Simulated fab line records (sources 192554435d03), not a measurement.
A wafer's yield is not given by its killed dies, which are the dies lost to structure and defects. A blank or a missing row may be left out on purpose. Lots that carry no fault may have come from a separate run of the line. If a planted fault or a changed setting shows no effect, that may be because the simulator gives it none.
fab line records	flow n5Finfet
record: lots: 24	wafers: 72	lastDay: 19
route steps=1938 shown BEOL_M3@1002 BEOL_M4@1024
lots that met no fault: taken from a fault-free run of the same line
startH: start of the lot's first displayed wafer, in hours after the record's first day	waitH: hours elapsed since this lot's preceding step	" unchanged from the row above	L1.1+2: a row that stands for several wafers	- either no value or no given start	* or withheld: withheld	< > ~ a bound
route shown NAME@n: names a module that has steps shown in the file, with the first one's number in the route	usual: average and standard deviation across the fault-free wafers	same: alike in all rows	chamber/n: place in a boat	sites: per-site readings	_std_site: standard deviation across them	_edge_site: inner sites' mean taken away from outer sites' mean	radiusMm: how far each site lies from the wafer's centre	mask NAME#n: copy n	behind: the tool/chamber that last shaped the wafer	hold: why the lot went on hold/how many hours it stayed there/how the hold came to an end	device: names the non-switching transistor (n, p or np)	end of line: tests run on the same wafers once the route is complete	a step with no rows: only its recipe	killed: at the first sort, the dies lost to defects and structure; wafer yield is something else	map: a wafer's dies, x killed, . not, _ none there
set.NAME: the setting as run; set.NAME@STEP: as run at that earlier step	model.NAME: the simulator's own value behind a step, which no gauge read
the route's steps for a sample of lots (tables are steps, rows are wafers)
services: the hour from which a tool's chamber was out of use, counted from the record's first day as startH (under 0 if before that day), plus the number of hours and why
== steps ==
step: N5_BEOL_M3_SPUTTER_88
recipe: material: Cu	targetThkA: 45	tempC: -20	chamberPressurePa: 0.07	powerW: withheld	timeS: 8.29
usual: chuckSensorTempC: -15.5/0.45	substrateTempC: -19.99/0.11	susceptorTempC: -20.00/0.11	throttleValvePct: 29.6/0.99
lot.wafer	tool	chamber	startH	waitH	chuckSensorTempC	substrateTempC	susceptorTempC	throttleValvePct
L074.2	pvdSputter-02	-	150.92	0.1	-15.3	-20.08	-20.07	27.9
L074.3	"	-	"	"	-15.5	-19.86	-20.14	30.0
L074.5	"	-	"	"	-15.2	-19.94	-20.08	29.8
L075.3	pvdSputter-01	-	154.55	0.1	-15.2	-20.09	-19.93	29.4
L075.5	"	-	"	"	-16.0	-19.98	-19.95	30.3
L075.6	"	-	"	"	-15.2	-19.96	-20.04	30.0
L076.2	pvdSputter-02	-	159.79	0.1	-15.3	-20.02	-19.96	28.9
L076.4	"	-	"	"	-15.3	-19.87	-20.02	29.8
L076.5	"	-	"	"	-15.4	-19.99	-19.91	29.9
L077.2	pvdSputter-03	-	166.58	0.1	-15.9	-20.09	-19.93	29.3
L077.4	"	-	"	"	-16.1	-20.01	-19.82	29.5
L077.5	"	-	"	"	-15.6	-19.84	-19.87	32.0
L078.1	pvdSputter-02	-	170.91	0.1	-15.8	-20.18	-19.97	30.2
L078.3	"	-	"	"	-15.3	-20.04	-19.91	27.7
L078.5	"	-	"	"	-15.3	-19.77	-20.01	27.8
L079.3	pvdSputter-03	-	176.85	0.1	-15.8	-20.14	-20.02	29.5
L079.4	"	-	"	"	-16.0	-20.09	-20.02	29.6
L079.6	"	-	"	"	-14.9	-19.83	-19.97	30.0
L080.1	pvdSputter-03	-	189.57	0.1	-15.7	-19.92	-20.19	31.8
L080.3	"	-	"	"	-16.0	-19.90	-20.03	29.2
L080.4	"	-	"	"	-16.1	-19.90	-20.04	29.7
L081.1	pvdSputter-02	-	193.13	0.1	-15.8	-19.86	-19.97	30.1
L081.2	"	-	"	"	-15.3	-20.03	-20.08	29.9
L081.5	"	-	"	"	-15.8	-19.96	-20.00	29.7
L082.1	pvdSputter-03	-	213.01	0.1	-16.0	-19.88	-19.91	29.6
L082.3	"	-	"	"	-16.1	-19.99	-20.06	29.5
L082.4	"	-	"	"	-15.6	-20.03	-19.78	31.9
L083.1	pvdSputter-02	-	216.84	0.1	-15.3	-20.06	-19.99	30.0
L083.3	"	-	"	"	-15.2	-20.07	-20.09	28.7
L083.6	"	-	"	"	-15.1	-19.99	-20.01	29.9
L084.1	pvdSputter-03	-	218.05	0.1	-15.0	-20.07	-20.07	29.7
L084.3	"	-	"	"	-15.7	-20.15	-19.91	32.0
L084.4	"	-	"	"	-16.0	-20.31	-20.08	29.5
L085.3	pvdSputter-03	-	232.22	0.1	-16.3	-20.01	-20.06	29.8
L085.4	"	-	"	"	-14.8	-19.84	-20.15	29.6
L085.6	"	-	"	"	-15.8	-19.98	-19.96	29.4
L086.1	pvdSputter-01	-	242.15	0.1	-15.2	-20.02	-19.90	29.6
L086.2	"	-	"	"	-16.2	-20.12	-20.04	30.2
L086.6	"	-	"	"	-16.0	-20.08	-19.93	30.1
L087.3	pvdSputter-02	-	243.54	0.1	-15.9	-20.05	-20.11	29.8
L087.5	"	-	"	"	-15.3	-19.84	-20.06	29.7
L087.6	"	-	"	"	-15.1	-20.04	-19.94	27.7
L088.1	pvdSputter-01	-	249.17	0.1	-15.3	-19.87	-19.94	28.6
L088.3	"	-	"	"	-15.2	-20.09	-19.80	29.9
L088.5	"	-	"	"	-16.2	-19.97	-19.84	30.3
L089.3	pvdSputter-02	-	252.46	0.1	-15.3	-19.89	-19.98	29.6
L089.5	"	-	"	"	-15.2	-19.92	-20.14	29.8
L089.6	"	-	"	"	-15.3	-19.82	-19.83	28.9
L090.1	pvdSputter-01	-	254.45	0.1	-16.1	-19.91	-20.03	30.4
L090.2	"	-	"	"	-15.0	-20.07	-20.12	28.5
L090.4	"	-	"	"	-15.2	-20.03	-20.07	29.9
L092.1	pvdSputter-01	-	263.52	0.1	-15.4	-19.82	-20.21	28.7
L092.2	"	-	"	"	-16.4	-19.98	-20.11	30.2
L092.6	"	-	"	"	-16.1	-19.96	-20.00	30.1
L091.1	pvdSputter-01	-	268.88	0.1	-15.3	-20.09	-19.99	28.5
L091.2	"	-	"	"	-16.1	-19.88	-19.84	30.1
L091.4	"	-	"	"	-15.2	-19.93	-20.09	29.6
L093.1	pvdSputter-03	-	275.50	0.1	-15.9	-19.92	-20.09	29.3
L093.3	"	-	"	"	-14.7	-20.03	-20.15	29.9
L093.6	"	-	"	"	-15.9	-19.85	-20.07	29.4
L094.1	pvdSputter-03	-	277.34	0.1	-15.8	-20.13	-19.99	29.4
L094.3	"	-	"	"	-16.1	-20.03	-19.99	29.6
L094.4	"	-	"	"	-15.8	-20.04	-19.96	31.9
L095.1	pvdSputter-02	-	281.82	0.1	-16.0	-20.02	-19.76	29.7
L095.2	"	-	"	"	-15.3	-19.93	-20.09	27.9
L095.5	"	-	"	"	-15.1	-19.95	-20.16	29.7
L096.1	pvdSputter-03	-	308.07	0.1	-14.9	-19.80	-19.93	30.0
L096.5	"	-	"	"	-15.8	-20.03	-19.91	31.9
L096.6	"	-	"	"	-16.1	-20.03	-19.98	29.7
L097.2	pvdSputter-03	-	311.04	0.1	-16.0	-19.89	-20.08	29.2
L097.5	"	-	"	"	-14.9	-19.99	-20.28	29.9
L097.6	"	-	"	"	-15.8	-20.12	-19.92	29.4
step: N5_BEOL_M3_CO_CAP_55
recipe: material: Co	targetThkA: 20	tempC: 200	precursor: CCTBA/H2	pressureTorr: 30	timeS: 102.1
usual: heaterPowerOuterW: 123/7.7	heaterPowerW: 231/8.1	susceptorTempC: 200.01/0.18
lot.wafer	tool	chamber	startH	waitH	heaterPowerOuterW	heaterPowerW	susceptorTempC
L074.2	cvdCo-02	1	152.81	0.0	122	241	200.24
L074.3	"	2	"	"	134	235	200.26
L074.5	"	1	"	"	123	232	199.96
L075.3	cvdCo-02	1	156.30	0.0	122	238	199.96
L075.5	"	1	"	"	120	235	200.19
L075.6	"	2	"	"	131	237	200.10
L076.2	cvdCo-02	0	161.54	0.0	117	219	200.11
L076.4	"	1	"	"	124	236	200.30
L076.5	"	2	"	"	133	233	200.05
L077.2	cvdCo-01	0	168.44	0.1	114	217	199.92
L077.4	"	0	"	"	114	229	199.87
L077.5	"	0	"	"	115	219	199.81
L078.1	cvdCo-01	0	172.77	0.1	116	222	200.01
L078.3	"	0	"	"	118	226	200.26
L078.5	"	0	"	"	114	221	200.20
L079.3	cvdCo-02	0	178.71	0.0	116	211	199.99
L079.4	"	2	"	"	137	235	199.86
L079.6	"	0	"	"	117	218	199.76
L080.1	cvdCo-02	2	191.32	0.0	135	235	199.85
L080.3	"	1	"	"	124	236	200.03
L080.4	"	0	"	"	117	220	199.87
L081.1	cvdCo-01	0	194.91	0.0	116	224	199.94
L081.2	"	2	"	"	133	235	199.82
L081.5	"	0	"	"	116	225	200.06
L082.1	cvdCo-02	1	214.78	0.0	122	238	200.04
L082.3	"	2	"	"	137	240	200.08
L082.4	"	2	"	"	134	238	200.20
L083.1	cvdCo-02	1	218.70	0.0	123	232	200.13
L083.3	"	2	"	"	131	241	199.88
L083.6	"	2	"	"	132	239	199.93
L084.1	cvdCo-02	2	220.90	0.0	135	237	199.88
L084.3	"	0	"	"	115	226	200.11
L084.4	"	0	"	"	115	220	200.28
L085.3	cvdCo-02	1	234.00	0.0	121	233	200.23
L085.4	"	0	"	"	117	227	199.85
L085.6	"	1	"	"	127	241	200.09
L086.1	cvdCo-01	0	243.96	0.0	116	226	199.53
L086.2	"	1	"	"	123	231	199.97
L086.6	"	2	"	"	132	243	199.61
L087.3	cvdCo-02	1	245.28	0.0	126	236	200.11
L087.5	"	2	"	"	137	228	200.12
L087.6	"	0	"	"	118	223	199.78
L088.1	cvdCo-02	2	251.49	0.0	132	242	200.03
L088.3	"	0	"	"	117	219	199.90
L088.5	"	0	"	"	117	220	199.87
L089.3	cvdCo-02	1	254.20	0.0	123	233	200.33
L089.5	"	1	"	"	121	237	200.18
L089.6	"	0	"	"	118	221	199.62
L090.1	cvdCo-01	1	256.21	0.0	125	231	200.02
L090.2	"	0	"	"	115	221	199.89
L090.4	"	1	"	"	117	231	200.14
L092.1	cvdCo-02	2	265.27	0.0	133	239	199.72
L092.2	"	0	"	"	119	223	199.71
L092.6	"	0	"	"	116	225	199.61
L091.1	cvdCo-02	0	270.64	0.0	117	227	200.16
L091.2	"	1	"	"	125	240	200.44
L091.4	"	2	"	"	133	241	200.22
L093.1	cvdCo-01	1	277.26	0.0	120	238	199.85
L093.3	"	0	"	"	117	229	200.03
L093.6	"	1	"	"	121	239	199.95
L094.1	cvdCo-02	2	279.08	0.0	135	240	200.30
L094.3	"	0	"	"	118	221	200.22
L094.4	"	0	"	"	116	220	200.09
L095.1	cvdCo-01	2	283.57	0.0	130	241	200.35
L095.2	"	1	"	"	122	231	199.73
L095.5	"	0	"	"	114	229	200.01
L096.1	cvdCo-02	0	309.82	0.0	114	224	200.15
L096.5	"	1	"	"	121	236	199.94
L096.6	"	2	"	"	135	237	200.10
L097.2	cvdCo-02	1	312.79	0.0	126	238	200.31
L097.5	"	1	"	"	125	236	200.04
L097.6	"	2	"	"	134	243	199.81
step: N5_BEOL_M4_HM_DEP_02
recipe: material: TiN	targetThkA: 200	tempC: 25	chamberPressurePa: 0.49996
usual: substrateTempC: 24.99/0.11	susceptorTempC: 25.00/0.1	throttleValvePct: 29.6/1
lot.wafer	tool	chamber	startH	waitH	substrateTempC	susceptorTempC	throttleValvePct
L074.2	pvdSputter-01	-	153.22	0.0	25.06	25.04	29.4
L074.3	"	-	"	"	25.02	25.02	30.0
L074.5	"	-	"	"	24.94	25.22	30.0
L075.3	pvdSputter-02	-	157.27	0.6	24.90	25.07	29.8
L075.5	"	-	"	"	25.00	25.19	28.5
L075.6	"	-	"	"	24.81	25.11	30.2
L076.2	pvdSputter-02	-	162.71	0.8	24.91	25.12	27.8
L076.4	"	-	"	"	25.03	25.21	30.0
L076.5	"	-	"	"	25.03	25.09	29.9
L077.2	pvdSputter-03	-	169.38	0.5	24.87	24.80	29.4
L077.4	"	-	"	"	24.87	25.13	29.4
L077.5	"	-	"	"	24.99	25.06	29.8
L078.1	pvdSputter-03	-	173.91	0.6	24.95	25.10	29.7
L078.3	"	-	"	"	24.80	24.78	32.0
L078.5	"	-	"	"	24.82	24.93	29.5
L079.3	pvdSputter-01	-	179.87	0.8	24.99	25.09	30.2
L079.4	"	-	"	"	25.20	25.10	29.8
L079.6	"	-	"	"	24.99	24.89	30.2
L080.1	pvdSputter-02	-	191.77	0.1	24.79	25.00	29.9
L080.3	"	-	"	"	24.90	25.02	28.9
L080.4	"	-	"	"	25.13	25.06	29.6
L081.1	pvdSputter-03	-	199.08	3.8	24.97	24.94	29.6
L081.2	"	-	"	"	25.08	24.97	29.4
L081.5	"	-	"	"	25.04	24.88	29.3
L082.1	pvdSputter-01	-	215.92	0.8	25.23	25.03	28.5
L082.3	"	-	"	"	25.07	24.89	30.1
L082.4	"	-	"	"	24.96	25.01	30.2
L083.1	pvdSputter-03	-	220.53	1.4	25.03	25.07	29.4
L083.3	"	-	"	"	24.84	25.08	32.0
L083.6	"	-	"	"	24.92	24.97	29.8
L084.1	pvdSputter-02	-	222.46	1.2	24.97	24.95	29.7
L084.3	"	-	"	"	24.94	25.16	27.8
L084.4	"	-	"	"	25.04	24.94	29.6
L085.3	pvdSputter-03	-	234.40	0.0	25.11	24.89	32.0
L085.4	"	-	"	"	24.99	24.99	29.5
L085.6	"	-	"	"	25.24	25.08	32.0
L086.1	pvdSputter-03	-	245.09	0.8	25.08	24.92	31.9
L086.2	"	-	"	"	24.91	25.04	29.6
L086.6	"	-	"	"	25.19	25.14	30.0
L087.3	pvdSputter-01	-	247.85	2.2	25.02	25.00	30.5
L087.5	"	-	"	"	24.92	24.96	29.5
L087.6	"	-	"	"	24.95	24.90	30.1
L088.1	pvdSputter-03	-	252.56	0.7	24.99	25.18	31.9
L088.3	"	-	"	"	24.88	25.11	29.7
L088.5	"	-	"	"	24.86	24.99	32.0
L089.3	pvdSputter-01	-	255.85	1.3	24.97	25.06	29.5
L089.5	"	-	"	"	25.08	25.01	28.5
L089.6	"	-	"	"	24.96	24.92	30.0
L090.1	pvdSputter-02	-	256.64	0.1	25.06	25.06	27.8
L090.2	"	-	"	"	24.98	24.96	28.8
L090.4	"	-	"	"	24.93	25.11	30.0
L092.1	pvdSputter-02	-	266.85	1.2	24.97	24.84	28.0
L092.2	"	-	"	"	25.14	25.08	29.9
L092.6	"	-	"	"	25.00	24.91	28.9
L091.1	pvdSputter-02	-	273.57	2.6	24.86	25.07	27.9
L091.2	"	-	"	"	24.88	25.01	28.7
L091.4	"	-	"	"	24.98	25.00	29.9
L093.1	pvdSputter-03	-	278.96	1.3	24.85	24.79	29.5
L093.3	"	-	"	"	24.94	24.95	31.9
L093.6	"	-	"	"	24.90	25.05	29.5
L094.1	pvdSputter-02	-	280.52	1.1	24.90	25.00	29.8
L094.3	"	-	"	"	24.76	25.02	28.0
L094.4	"	-	"	"	25.16	25.03	28.6
L095.1	pvdSputter-01	-	284.38	0.4	25.03	25.09	29.6
L095.2	"	-	"	"	24.93	24.69	30.3
L095.5	"	-	"	"	25.03	24.79	30.6
L096.1	pvdSputter-01	-	310.74	0.5	24.89	25.03	30.2
L096.5	"	-	"	"	24.98	24.97	30.1
L096.6	"	-	"	"	24.93	25.04	28.4
L097.2	pvdSputter-02	-	313.45	0.3	25.15	25.13	28.8
L097.5	"	-	"	"	24.82	25.20	29.5
L097.6	"	-	"	"	24.99	24.83	28.8
step: N5_BEOL_M4_OVL_MEAS_29
recipe: pointsPerWafer: 522
usual: V3_OVL: -0.3/0.6
lot.wafer	tool	chamber	startH	waitH	V3_OVL[nm]
L074.2	overlay-01	0	154.77	0.0	-0.8
L074.3	"	0	"	"	0.0
L074.5	"	0	"	"	-0.5
L075.3	overlay-01	0	158.68	0.0	-0.1
L075.5	"	0	"	"	0.1
L075.6	"	0	"	"	-0.4
L076.2	overlay-01	0	164.25	0.0	-0.9
L076.4	"	0	"	"	-0.4
L076.5	"	0	"	"	0.3
L077.2	overlay-01	0	170.93	0.0	-0.2
L077.4	"	0	"	"	-0.7
L077.5	"	0	"	"	-1.3
L078.1	overlay-02	0	175.21	0.0	-0.5
L078.3	"	0	"	"	0.3
L078.5	"	0	"	"	-0.2
L079.3	overlay-01	0	181.57	0.0	-0.5
L079.4	"	0	"	"	-0.7
L079.6	"	0	"	"	-0.7
L080.1	overlay-01	0	193.25	0.0	-0.1
L080.3	"	0	"	"	-0.3
L080.4	"	0	"	"	0.0
L081.1	overlay-01	0	200.63	0.0	-0.7
L081.2	"	0	"	"	0.0
L081.5	"	0	"	"	-1.2
L082.1	overlay-02	0	217.22	0.0	-0.1
L082.3	"	0	"	"	0.9
L082.4	"	0	"	"	-0.9
L083.1	overlay-01	0	222.27	0.0	-0.6
L083.3	"	0	"	"	0.1
L083.6	"	0	"	"	0.3
L084.1	overlay-02	0	224.19	0.0	-0.6
L084.3	"	0	"	"	0.2
L084.4	"	0	"	"	0.8
L085.3	overlay-02	0	235.84	0.0	-0.7
L085.4	"	0	"	"	-1.0
L085.6	"	0	"	"	-1.4
L086.1	overlay-01	0	246.51	0.0	-0.8
L086.2	"	0	"	"	0.0
L086.6	"	0	"	"	-1.1
L087.3	overlay-02	0	249.24	0.0	-0.4
L087.5	"	0	"	"	-1.3
L087.6	"	0	"	"	-0.6
L088.1	overlay-02	0	254.11	0.0	-0.2
L088.3	"	0	"	"	0.2
L088.5	"	0	"	"	0.5
L089.3	overlay-02	0	257.74	0.0	-0.7
L089.5	"	0	"	"	-0.7
L089.6	"	0	"	"	-0.2
L090.1	overlay-01	0	258.10	0.0	0.5
L090.2	"	0	"	"	-1.4
L090.4	"	0	"	"	-1.5
L092.1	overlay-01	0	268.52	0.0	-0.5
L092.2	"	0	"	"	-0.6
L092.6	"	0	"	"	-0.8
L091.1	overlay-01	0	275.13	0.0	0.7
L091.2	"	0	"	"	-0.4
L091.4	"	0	"	"	-1.4
L093.1	overlay-02	0	280.38	0.0	-0.1
L093.3	"	0	"	"	-0.5
L093.6	"	0	"	"	-0.7
L094.1	overlay-02	0	282.18	0.0	-1.2
L094.3	"	0	"	"	-1.0
L094.4	"	0	"	"	-0.2
L095.1	overlay-02	0	285.87	0.0	0.6
L095.2	"	0	"	"	-0.1
L095.5	"	0	"	"	0.0
L096.1	overlay-01	0	312.20	0.0	-0.4
L096.5	"	0	"	"	0.1
L096.6	"	0	"	"	-0.6
L097.2	overlay-02	0	315.20	0.0	0.4
L097.5	"	0	"	"	0.2
L097.6	"	0	"	"	0.4
step: N5_BEOL_M4_STRIP_36
recipe: chemistry: N2/H2	powerW: 450	tempC: 40	pressureMtorr: 20	rfFrequencyHz: 6e+07	overashFraction: 0.3	biasPowerW: 7	h2Frac: 0.5	n2FlowSccm: 200	h2FlowSccm: 200
usual: drypumpMotorCurrentA: 5.7/0.35	oesProductAu: 0.81/0.088	rfVppV: 59.3/1.5	showerheadPlenumPTorr: 2.52/0.084	tempC: 40.01/0.11	throttleValvePct: 23.53/0.19
lot.wafer	tool	chamber	startH	waitH	drypumpMotorCurrentA	oesProductAu	rfHoursCounterH	rfVppV	showerheadPlenumPTorr	tempC	throttleValvePct
L074.2	rieDiel-06	3	157.35	0.0	6.2	0.70	223	58.0	2.41	39.81	24.04
L074.3	"	1	"	"	5.6	0.73	171	58.5	2.52	40.13	23.28
L074.5	"	3	"	"	6.2	0.69	-	57.8	2.41	39.82	24.03
L075.3	rieDiel-02	3	165.11	0.0	5.2	0.74	181	57.6	2.64	40.00	23.38
L075.5	"	1	"	"	5.9	0.93	-	59.9	2.49	39.96	23.49
L075.6	"	0	"	"	5.8	0.72	-	59.2	2.63	40.00	23.46
L076.2	rieDiel-01	2	165.30	0.0	5.7	0.88	48	57.7	2.48	39.78	23.28
L076.4	"	1	"	"	5.5	0.70	-	56.5	2.51	39.93	23.93
L076.5	"	2	"	"	5.7	0.88	-	61.1	2.48	39.81	23.30
L077.2	rieDiel-02	2	183.09	0.0	5.7	0.89	39	59.2	2.48	40.02	23.51
L077.4	"	0	"	"	5.9	0.70	177	58.1	2.63	40.04	23.48
L077.5	"	2	"	"	5.7	0.86	-	59.8	2.48	39.87	23.49
L078.1	rieDiel-06	0	183.12	0.0	5.3	0.83	54	57.1	2.70	40.19	23.61
L078.3	"	2	"	"	5.7	0.92	17	61.9	2.48	40.04	23.37
L078.5	"	3	"	"	6.2	0.68	-	60.9	2.41	40.11	24.02
L079.3	rieDiel-06	3	187.76	0.0	6.2	0.67	233	58.0	2.41	39.82	24.02
L079.4	"	3	"	"	6.2	0.68	-	60.1	2.41	40.06	24.01
L079.6	"	0	"	"	5.3	0.82	-	62.1	2.69	40.17	23.62
L080.1	rieDiel-06	2	193.96	0.0	5.7	0.93	22	59.7	2.48	39.82	23.40
L080.3	"	1	"	"	5.6	0.73	176	58.7	2.52	40.05	23.27
L080.4	"	0	"	"	5.3	0.82	59	60.1	2.69	40.00	23.62
L081.1	rieDiel-06	2	208.67	0.0	5.7	0.91	26	59.1	2.48	40.06	23.41
L081.2	"	3	"	"	6.1	0.69	240	57.3	2.40	40.00	24.04
L081.5	"	3	"	"	6.1	0.69	-	59.1	2.40	40.08	24.06
L082.1	rieDiel-02	1	223.03	0.0	5.8	0.88	34	58.4	2.49	39.87	23.54
L082.3	"	3	"	"	5.2	0.73	202	59.3	2.63	39.95	23.45
L082.4	"	1	"	"	5.8	0.88	-	57.3	2.48	39.90	23.56
L083.1	rieDiel-06	3	226.43	0.0	6.2	0.68	245	59.2	2.40	39.99	24.04
L083.3	"	1	"	"	5.6	0.73	186	59.6	2.52	39.91	23.27
L083.6	"	1	"	"	5.6	0.74	-	58.8	2.52	39.86	23.29
L084.1	rieDiel-02	2	230.24	0.0	5.6	0.86	58	59.9	2.47	40.13	23.53
L084.3	"	1	"	"	5.9	0.87	38	57.5	2.48	40.17	23.55
L084.4	"	3	"	"	5.2	0.72	-	62.4	2.63	40.14	23.44
L087.3	rieDiel-01	3	251.54	0.0	6.4	0.89	39	57.7	2.48	39.96	23.39
L087.5	"	3	"	"	6.5	0.89	-	58.8	2.48	40.09	23.37
L087.6	"	2	"	"	5.8	0.83	-	59.3	2.46	39.99	23.34
L085.3	rieDiel-02	1	255.43	0.0	5.9	0.84	47	58.9	2.48	40.10	23.51
L085.4	"	0	"	"	5.9	0.71	194	59.0	2.62	40.01	23.49
L085.6	"	1	"	"	5.8	0.86	-	60.0	2.48	40.03	23.53
L086.1	rieDiel-01	0	255.53	0.0	5.1	0.90	28	59.4	2.48	40.00	23.58
L086.2	"	2	"	"	5.8	0.85	83	60.6	2.46	40.05	23.33
L086.6	"	3	"	"	6.4	0.92	-	62.3	2.48	40.16	23.39
L088.1	rieDiel-02	1	256.01	0.0	5.8	0.85	47	58.6	2.48	39.86	23.55
L088.3	"	3	"	"	5.2	0.71	215	58.4	2.62	40.19	23.42
L088.5	"	3	"	"	5.2	0.71	-	58.3	2.62	40.06	23.43
L090.1	rieDiel-02	1	258.68	0.0	5.8	0.84	48	59.9	2.48	40.01	23.56
L090.2	"	3	"	"	5.2	0.70	216	59.2	2.62	39.96	23.43
L090.4	"	0	"	"	5.9	0.71	196	57.4	2.62	40.09	23.48
L089.3	rieDiel-01	2	261.24	0.0	5.7	0.83	86	59.6	2.46	40.23	23.33
L089.5	"	3	"	"	6.4	0.88	-	59.9	2.48	40.07	23.42
L089.6	"	2	"	"	5.7	0.83	-	60.6	2.46	40.18	23.33
L092.1	rieDiel-01	1	280.57	0.0	5.5	0.96	6	56.7	2.49	40.19	23.76
L092.2	"	0	"	"	5.2	0.90	35	57.9	2.47	39.80	23.57
L092.6	"	3	"	"	6.4	0.88	-	60.8	2.48	39.86	23.41
L091.1	rieDiel-02	1	283.52	0.0	5.9	0.84	56	61.3	2.48	40.16	23.53
L091.2	"	0	"	"	5.9	0.69	204	61.6	2.61	40.01	23.49
L091.4	"	0	"	"	5.9	0.69	-	61.8	2.61	40.03	23.51
L093.1	rieDiel-06	3	284.06	0.0	6.2	0.98	8	60.2	2.72	40.15	23.71
L093.3	"	2	"	"	5.7	0.86	54	57.6	2.47	40.25	23.44
L093.6	"	0	"	"	5.3	0.80	-	61.4	2.68	39.92	23.65
L094.1	rieDiel-02	2	288.50	0.0	5.7	0.84	76	58.5	2.47	40.04	23.55
L094.3	"	0	"	"	5.9	0.69	206	59.6	2.61	39.96	23.50
L094.4	"	1	"	"	5.8	0.84	58	60.3	2.48	40.15	23.54
L095.1	rieDiel-01	3	288.99	0.0	6.4	0.87	51	59.5	2.48	40.01	23.42
L095.2	"	0	"	"	5.2	0.89	38	60.0	2.47	39.92	23.59
L095.5	"	3	"	"	6.4	0.87	-	60.9	2.48	40.24	23.40
L096.1	rieDiel-02	1	315.18	0.0	5.9	0.83	67	57.6	2.47	40.02	23.54
L096.5	"	2	"	"	5.7	0.83	-	59.1	2.46	39.92	23.55
L096.6	"	3	"	"	5.2	0.69	-	57.7	2.61	39.88	23.47
L097.2	rieDiel-02	0	317.98	0.0	5.9	0.68	215	60.3	2.61	39.95	23.50
L097.5	"	1	"	"	5.9	0.82	-	58.8	2.47	40.02	23.59
L097.6	"	0	"	"	5.9	0.68	-	61.3	2.61	39.93	23.54
step: N5_BEOL_M4_SURFACE_TREAT_85
recipe: gas: Ar	timeS: *	ionEnergyEv: *	ionCurrentMaCm2: 0.5	pressureMtorr: *	arFlowSccm: 30
usual: pressureMtorr: *	throttleValvePct: *
lot.wafer	tool	chamber	startH	waitH	pressureMtorr	throttleValvePct
L074.2	pvdSputter-02	-	158.77	0.3	*	*
L074.3	"	-	"	"	*	*
L074.5	"	-	"	"	*	*
L075.3	pvdSputter-01	-	166.40	0.3	*	*
L075.5	"	-	"	"	*	*
L075.6	"	-	"	"	*	*
L076.2	pvdSputter-01	-	166.44	0.2	*	*
L076.4	"	-	"	"	*	*
L076.5	"	-	"	"	*	*
L078.1	pvdSputter-02	-	184.31	0.2	*	*
L078.3	"	-	"	"	*	*
L078.5	"	-	"	"	*	*
L077.2	pvdSputter-03	-	184.50	0.4	*	*
L077.4	"	-	"	"	*	*
L077.5	"	-	"	"	*	*
L079.3	pvdSputter-01	-	189.86	1.1	*	*
L079.4	"	-	"	"	*	*
L079.6	"	-	"	"	*	*
L080.1	pvdSputter-03	-	196.22	1.5	*	*
L080.3	"	-	"	"	*	*
L080.4	"	-	"	"	*	*
L081.1	pvdSputter-01	-	209.78	0.3	*	*
L081.2	"	-	"	"	*	*
L081.5	"	-	"	"	*	*
L082.1	pvdSputter-03	-	224.21	0.1	*	*
L082.3	"	-	"	"	*	*
L082.4	"	-	"	"	*	*
L083.1	pvdSputter-01	-	227.81	0.1	*	*
L083.3	"	-	"	"	*	*
L083.6	"	-	"	"	*	*
L084.1	pvdSputter-03	-	231.13	0.1	*	*
L084.3	"	-	"	"	*	*
L084.4	"	-	"	"	*	*
L087.3	pvdSputter-03	-	252.82	0.1	*	*
L087.5	"	-	"	"	*	*
L087.6	"	-	"	"	*	*
L085.3	pvdSputter-02	-	256.44	0.1	*	*
L085.4	"	-	"	"	*	*
L085.6	"	-	"	"	*	*
L086.1	pvdSputter-03	-	256.48	0.1	*	*
L086.2	"	-	"	"	*	*
L086.6	"	-	"	"	*	*
L088.1	pvdSputter-03	-	257.00	0.4	*	*
L088.3	"	-	"	"	*	*
L088.5	"	-	"	"	*	*
L090.1	pvdSputter-03	-	259.58	0.2	*	*
L090.2	"	-	"	"	*	*
L090.4	"	-	"	"	*	*
L089.3	pvdSputter-02	-	262.43	0.1	*	*
L089.5	"	-	"	"	*	*
L089.6	"	-	"	"	*	*
L092.1	pvdSputter-01	-	281.58	0.2	*	*
L092.2	"	-	"	"	*	*
L092.6	"	-	"	"	*	*
L091.1	pvdSputter-01	-	284.61	0.1	*	*
L091.2	"	-	"	"	*	*
L091.4	"	-	"	"	*	*
L093.1	pvdSputter-01	-	284.82	0.1	*	*
L093.3	"	-	"	"	*	*
L093.6	"	-	"	"	*	*
L094.1	pvdSputter-01	-	290.04	0.3	*	*
L094.3	"	-	"	"	*	*
L094.4	"	-	"	"	*	*
L095.1	pvdSputter-03	-	290.54	0.1	*	*
L095.2	"	-	"	"	*	*
L095.5	"	-	"	"	*	*
L096.1	pvdSputter-01	-	316.26	0.2	*	*
L096.5	"	-	"	"	*	*
L096.6	"	-	"	"	*	*
L097.2	pvdSputter-02	-	319.30	0.3	*	*
L097.5	"	-	"	"	*	*
L097.6	"	-	"	"	*	*
== services ==
tool	chamber	startH	hours	kind
cvdCo-02	-	144.26	3.0	repair
cvdCo-01	-	147.27	6.0	pm
rieDiel-01	0	154.18	-	clean
rieDiel-01	0	154.18	-	consumableReplace:focusRing
rieDiel-01	0	154.18	33.0	scheduledDown
rieDiel-01	0	154.18	33.0	ventCycle
rieDiel-06	1	164.44	9.9	repair
cvdCo-01	2	167.15	10.9	repair
cvdCo-01	1	167.27	34.5	repair
pvdSputter-02	-	174.26	5.0	repair
rieDiel-01	3	177.60	5.2	repair
cvdCo-02	-	178.10	0.3	repair
rieDiel-06	1	183.55	8.8	repair
cvdCo-01	-	202.00	3.4	repair
rieDiel-02	0	212.15	22.1	repair
rieDiel-06	3	215.95	2.9	repair
rieDiel-01	1	240.61	-	clean
rieDiel-01	1	240.61	-	consumableReplace:focusRing
rieDiel-01	1	240.61	16.8	scheduledDown
rieDiel-06	3	242.73	-	clean
rieDiel-06	3	242.73	-	consumableReplace:focusRing
rieDiel-06	3	242.73	-	consumableReplace:showerhead
rieDiel-02	2	281.00	6.7	repair
rieDiel-01	2	307.95	1.8	repair
== key ==
fault none
